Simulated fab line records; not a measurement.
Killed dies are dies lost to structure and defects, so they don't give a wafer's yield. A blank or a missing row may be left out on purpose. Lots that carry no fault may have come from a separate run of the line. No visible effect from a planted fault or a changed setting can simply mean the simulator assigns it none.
Chamber matching + flow n5 finfet + 4 sister chambers for N5_HKMG_FIN_STRIP_89 on rie diel-02
The step strips SOC in N2/H2, time 20 s. 18 wafers are shown with their chamber, then 9 later ones without.

## EACH WAFER AND ITS CHAMBER
| wafer  | chamber | drypump motor current A (A) | throttle valve pct (%) | showerhead plenum p Torr (Torr) |
|--------|---------|-----------------------------|------------------------|---------------------------------|
| L075.3 | 1       | 5.5                         | 19.4                   | 3.35                            |
| L075.4 | 2       | 5.3                         | 18.9                   | 3.51                            |
| L075.6 | 3       | 5.7                         | 18.6                   | 3.28                            |
| L076.1 | 2       | 5.3                         | 18.9                   | 3.50                            |
| L076.5 | 2       | 5.3                         | 18.9                   | 3.50                            |
| L076.6 | 3       | 5.7                         | 18.6                   | 3.27                            |
| L077.1 | 3       | 5.7                         | 18.6                   | 3.27                            |
| L077.2 | 0       | 6.3                         | 18.5                   | 3.38                            |
| L077.5 | 3       | 5.7                         | 18.6                   | 3.27                            |
| L078.2 | 2       | 5.3                         | 18.9                   | 3.50                            |
| L078.3 | 0       | 6.3                         | 18.5                   | 3.38                            |
| L078.6 | 3       | 5.7                         | 18.6                   | 3.27                            |
| L079.1 | 3       | 5.7                         | 18.6                   | 3.27                            |
| L079.2 | 1       | 5.5                         | 19.5                   | 3.35                            |
| L079.3 | 2       | 5.2                         | 18.9                   | 3.50                            |
| L086.1 | 0       | 6.3                         | 18.5                   | 3.37                            |
| L086.2 | 1       | 5.5                         | 19.5                   | 3.34                            |
| L086.4 | 2       | 5.3                         | 18.9                   | 3.49                            |

SIGNATURES, as means of the wafers listed above
| reading                  | chamber 0 | chamber 1 | chamber 2 | chamber 3 | scatter within a chamber |
|--------------------------|-----------|-----------|-----------|-----------|--------------------------|
| drypump motor current A  | 6.300     | 5.500     | 5.283     | 5.700     | 0.0244                   |
| throttle valve pct       | 18.500    | 19.467    | 18.900    | 18.600    | 0.0218                   |
| showerhead plenum p Torr | 3.3767    | 3.3467    | 3.5000    | 3.2717    | 0.00546                  |
Rule: a wafer lies at a distance from a chamber equal to the root of the sum of squares, over the readings, of (its reading less the chamber's mean, divided by the reading's scatter). The wafer belongs to the nearest chamber; if the next one is less than 2 further off, it can't be placed. How the scatter is found: for the shown wafers, subtract from each reading the mean of its chamber, square and add these, divide the total by (wafers less chambers), then take the root.

## WAFERS MISSING THEIR CHAMBER
| wafer  | drypump motor current A (A) | throttle valve pct (%) | showerhead plenum p Torr (Torr) |
|--------|-----------------------------|------------------------|---------------------------------|
| L093.1 | 5.7                         | 18.2                   | 3.26                            |
| L093.3 | 5.2                         | 18.9                   | 3.48                            |
| L093.5 | 6.4                         | 18.6                   | 3.36                            |
| L094.1 | 6.4                         | 18.5                   | 3.36                            |
| L094.2 | 5.7                         | 18.2                   | 3.26                            |
| L094.3 | 5.2                         | 18.9                   | 3.48                            |
| L094.4 | 5.7                         | 18.2                   | 3.26                            |
| L094.5 | 5.2                         | 19.0                   | 3.48                            |
| L094.6 | 6.4                         | 18.6                   | 3.36                            |

## THE CHAMBER EACH PASSED THROUGH
| wafer  | from the rows above | in truth |
|--------|---------------------|----------|
| L093.1 | 3                   | 3        |
| L093.3 | 2                   | 2        |
| L093.5 | 0                   | 0        |
| L094.1 | 0                   | 0        |
| L094.2 | 3                   | 3        |
| L094.3 | 2                   | 2        |
| L094.4 | 3                   | 3        |
| L094.5 | 2                   | 2        |
| L094.6 | 0                   | 0        |
9 of 9 placed correctly. Number that these rows cannot place: 0. 0 placed wrongly.
